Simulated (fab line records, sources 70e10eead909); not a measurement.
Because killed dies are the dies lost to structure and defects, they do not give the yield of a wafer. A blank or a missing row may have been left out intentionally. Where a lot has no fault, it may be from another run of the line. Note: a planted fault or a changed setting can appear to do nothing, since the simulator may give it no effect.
Matching of chambers :: flow nand_harc :: NHARC_A_ONON_D1_DEP_33 on pecvd-01 has 3 sister chambers
The step deposits SiO2, target thk 200 nm. 20 wafers are shown with their chamber, then 10 later ones without.

EACH WAFER AND ITS CHAMBER
wafer: L078.1
chamber: 1
chamber_pressure_Torr (Torr): 6.494
throttle_valve_pct (%): 16.7
heater_power_w (W): 636

wafer: L078.3
chamber: 2
chamber_pressure_Torr (Torr): 6.500
throttle_valve_pct (%): 16.2
heater_power_w (W): 512

wafer: L078.4
chamber: 1
chamber_pressure_Torr (Torr): 6.497
throttle_valve_pct (%): 16.3
heater_power_w (W): 653

wafer: L080.2
chamber: 0
chamber_pressure_Torr (Torr): 6.514
throttle_valve_pct (%): 16.0
heater_power_w (W): 662

wafer: L080.5
chamber: 2
chamber_pressure_Torr (Torr): 6.499
throttle_valve_pct (%): 16.3
heater_power_w (W): 580

wafer: L080.6
chamber: 1
chamber_pressure_Torr (Torr): 6.502
throttle_valve_pct (%): 16.5
heater_power_w (W): 681

wafer: L081.2
chamber: 1
chamber_pressure_Torr (Torr): 6.506
throttle_valve_pct (%): 16.3
heater_power_w (W): 584

wafer: L081.4
chamber: 2
chamber_pressure_Torr (Torr): 6.502
throttle_valve_pct (%): 16.4
heater_power_w (W): 452

wafer: L081.6
chamber: 1
chamber_pressure_Torr (Torr): 6.514
throttle_valve_pct (%): 16.0
heater_power_w (W): 600

wafer: L082.1
chamber: 1
chamber_pressure_Torr (Torr): 6.478
throttle_valve_pct (%): 16.4
heater_power_w (W): 551

wafer: L082.2
chamber: 0
chamber_pressure_Torr (Torr): 6.514
throttle_valve_pct (%): 16.1
heater_power_w (W): 708

wafer: L082.6
chamber: 0
chamber_pressure_Torr (Torr): 6.505
throttle_valve_pct (%): 15.9
heater_power_w (W): 694

wafer: L085.1
chamber: 2
chamber_pressure_Torr (Torr): 6.488
throttle_valve_pct (%): 15.8
heater_power_w (W): 552

wafer: L085.2
chamber: 1
chamber_pressure_Torr (Torr): 6.509
throttle_valve_pct (%): 16.0
heater_power_w (W): 621

wafer: L085.3
chamber: 0
chamber_pressure_Torr (Torr): 6.508
throttle_valve_pct (%): 15.8
heater_power_w (W): 531

wafer: L091.3
chamber: 1
chamber_pressure_Torr (Torr): 6.496
throttle_valve_pct (%): 16.1
heater_power_w (W): 733

wafer: L091.4
chamber: 0
chamber_pressure_Torr (Torr): 6.520
throttle_valve_pct (%): 15.8
heater_power_w (W): 664

wafer: L091.5
chamber: 2
chamber_pressure_Torr (Torr): 6.489
throttle_valve_pct (%): 16.1
heater_power_w (W): 564

wafer: L093.1
chamber: 0
chamber_pressure_Torr (Torr): 6.503
throttle_valve_pct (%): 15.7
heater_power_w (W): 607

wafer: L093.3
chamber: 2
chamber_pressure_Torr (Torr): 6.491
throttle_valve_pct (%): 16.1
heater_power_w (W): 588

SIGNATURES (averages over the wafers above)
reading: chamber_pressure_Torr
chamber 0: 6.51067
chamber 1: 6.49950
chamber 2: 6.49483
scatter within a chamber: 0.0086

reading: throttle_valve_pct
chamber 0: 15.883
chamber 1: 16.288
chamber 2: 16.150
scatter within a chamber: 0.21

reading: heater_power_w
chamber 0: 644.33
chamber 1: 632.38
chamber 2: 541.33
scatter within a chamber: 58.2
Rule: a wafer's distance from a chamber is the root of the sum, over the readings, of the square of ((its reading less the chamber's mean) divided by the reading's scatter). The wafer belongs to the nearest chamber; if the next one is less than 2 further off, it can't be placed. How the scatter is found: for the shown wafers, subtract from each reading the mean of its chamber, square and add these, divide the total by (wafers less chambers), then take the root.

WAFERS WITH NO CHAMBER GIVEN
wafer: L093.5
chamber_pressure_Torr (Torr): 6.487
throttle_valve_pct (%): 16.0
heater_power_w (W): 623

wafer: L094.1
chamber_pressure_Torr (Torr): 6.477
throttle_valve_pct (%): 16.0
heater_power_w (W): 662

wafer: L094.3
chamber_pressure_Torr (Torr): 6.512
throttle_valve_pct (%): 16.2
heater_power_w (W): 681

wafer: L094.6
chamber_pressure_Torr (Torr): 6.483
throttle_valve_pct (%): 15.9
heater_power_w (W): 657

wafer: L097.1
chamber_pressure_Torr (Torr): 6.488
throttle_valve_pct (%): 15.9
heater_power_w (W): 658

wafer: L097.2
chamber_pressure_Torr (Torr): 6.481
throttle_valve_pct (%): 16.1
heater_power_w (W): 567

wafer: L097.6
chamber_pressure_Torr (Torr): 6.468
throttle_valve_pct (%): 16.1
heater_power_w (W): 760

wafer: L096.2
chamber_pressure_Torr (Torr): 6.505
throttle_valve_pct (%): 16.4
heater_power_w (W): 735

wafer: L096.4
chamber_pressure_Torr (Torr): 6.480
throttle_valve_pct (%): 16.0
heater_power_w (W): 598

wafer: L096.5
chamber_pressure_Torr (Torr): 6.506
throttle_valve_pct (%): 16.0
heater_power_w (W): 698

THE CHAMBER EACH PASSED THROUGH
wafer: L093.5
from the rows above: can't be placed: 2 or 1 or 0
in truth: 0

wafer: L094.1
from the rows above: can't be placed: 1 or 2 or 0
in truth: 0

wafer: L094.3
from the rows above: can't be placed: 0 or 1 or 2
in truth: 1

wafer: L094.6
from the rows above: can't be placed: 2 or 1 or 0
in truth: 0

wafer: L097.1
from the rows above: can't be placed: 1 or 2 or 0
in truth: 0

wafer: L097.2
from the rows above: can't be placed: 2 or 1
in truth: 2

wafer: L097.6
from the rows above: can't be placed: 1 or 2 or 0
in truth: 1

wafer: L096.2
from the rows above: can't be placed: 1 or 0 or 2
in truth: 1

wafer: L096.4
from the rows above: can't be placed: 2 or 1 or 0
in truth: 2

wafer: L096.5
from the rows above: can't be placed: 0 or 1 or 2
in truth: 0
Correct placement for 0 of the 10. Not placeable from these rows: 10 (in 10, the candidates include the true chamber). Wrongly placed: 0.
